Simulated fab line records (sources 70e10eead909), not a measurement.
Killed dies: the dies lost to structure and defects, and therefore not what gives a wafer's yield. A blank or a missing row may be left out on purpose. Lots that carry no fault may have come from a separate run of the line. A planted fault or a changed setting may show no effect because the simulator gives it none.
Chamber matching | flow nandHarc | NHARC_A_STAIRCASE_ALD_415 on aldHk-02 has 4 sister chambers
The step deposits SiO2, target thk 30 nm, pulse time 6 s, ald cycles 300. 8 wafers are shown with their chamber, then 11 later ones without.

== WAFERS, EACH WITH ITS CHAMBER ==
wafer  | chamber | heaterPowerW (W) | precursorPulseHeightRel
L081.4 | 1       | 460              | 1.003
L082.3 | 0       | 386              | 0.993
L082.5 | 0       | 386              | 0.998
L082.1 | 2       | 483              | 0.997
L082.2 | 1       | 465              | 0.978
L091.2 | 2       | 457              | 0.977
L091.6 | 3       | 469              | 0.983
L093.2 | 3       | 468              | 0.988

== WAFERS MISSING THEIR CHAMBER ==
wafer  | heaterPowerW (W) | precursorPulseHeightRel
L093.3 | 405              | 1.001
L093.5 | 468              | 1.036
L095.3 | 394              | 1.028
L095.5 | 459              | 1.000
L095.6 | 460              | 0.965
L094.1 | 410              | 1.024
L094.3 | 472              | 1.001
L094.4 | 463              | 0.999
L097.2 | 398              | 1.008
L097.3 | 464              | 1.007
L097.4 | 457              | 1.008

== CHAMBER TAKEN BY EACH ==
wafer  | from the rows above          | in truth
L093.3 | 0                            | 0
L093.5 | can't be placed: 1 or 2 or 3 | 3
L095.3 | 0                            | 0
L095.5 | can't be placed: 1 or 3 or 2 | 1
L095.6 | can't be placed: 3 or 2 or 1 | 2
L094.1 | 0                            | 0
L094.3 | can't be placed: 2 or 1 or 3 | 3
L094.4 | can't be placed: 1 or 2 or 3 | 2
L097.2 | 0                            | 0
L097.3 | can't be placed: 1 or 2 or 3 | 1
L097.4 | can't be placed: 1 or 2 or 3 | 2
4 of 11 placed correctly. Can't be placed from these rows: 7 (the true chamber is among the candidates in 7). Wrongly placed: 0.
How it was worked out, from the rows above alone: a wafer's distance from a chamber is the root of the sum, over the readings, of the square of ((its reading less the chamber's mean) divided by the reading's scatter). The wafer belongs to the nearest chamber; if the next one is less than 2 further off, it can't be placed. Each chamber's mean is taken over the wafers shown for it. How the scatter is found: for the shown wafers, subtract from each reading the mean of its chamber, square and add these, divide the total by (wafers less chambers), then take the root.
